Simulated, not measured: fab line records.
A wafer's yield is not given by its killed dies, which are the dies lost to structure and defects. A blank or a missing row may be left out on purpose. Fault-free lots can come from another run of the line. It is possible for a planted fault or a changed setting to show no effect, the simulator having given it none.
Matching of chambers :: flow n5_finfet :: N5_BEOL_M15_DEP_53 on pecvd-03 has 3 sister chambers
The step deposits SiCN from 3MS/NH3, target thk 50 nm, time 17.8 s. 3 wafers are shown with their chamber, then 7 later ones without.

== EACH WAFER AND ITS CHAMBER ==
wafer: L092.5
chamber: 1
throttle_valve_pct (%): 18.1

wafer: L094.1
chamber: 2
throttle_valve_pct (%): 16.8

wafer: L094.2
chamber: 0
throttle_valve_pct (%): 20.6

== WAFERS MISSING THEIR CHAMBER ==
wafer: L094.3
throttle_valve_pct (%): 18.0

wafer: L095.1
throttle_valve_pct (%): 20.6

wafer: L095.4
throttle_valve_pct (%): 16.8

wafer: L095.5
throttle_valve_pct (%): 20.2

wafer: L097.1
throttle_valve_pct (%): 16.8

wafer: L097.5
throttle_valve_pct (%): 17.8

wafer: L097.6
throttle_valve_pct (%): 20.4

== WHICH CHAMBER EACH ONE RAN IN ==
wafer: L094.3
from the rows above: 1
in truth: 1

wafer: L095.1
from the rows above: 0
in truth: 0

wafer: L095.4
from the rows above: 2
in truth: 2

wafer: L095.5
from the rows above: 0
in truth: 0

wafer: L097.1
from the rows above: 2
in truth: 2

wafer: L097.5
from the rows above: 1
in truth: 1

wafer: L097.6
from the rows above: 0
in truth: 0
Correctly placed: 7 of 7. Can't be placed from these rows: 0. 0 placed wrongly.
How it was worked out, from the rows above alone: a wafer's distance from a chamber is the root of the sum, over the readings, of the square of ((its reading less the chamber's mean) divided by the reading's scatter). The wafer belongs to the nearest chamber; if the next one is less than 2 further off, it can't be placed. For every chamber, the mean is computed from those of its wafers that are shown. The scatter: root of mean squared gap, hidden wafer to nearest shown wafer, with one shown wafer a chamber.
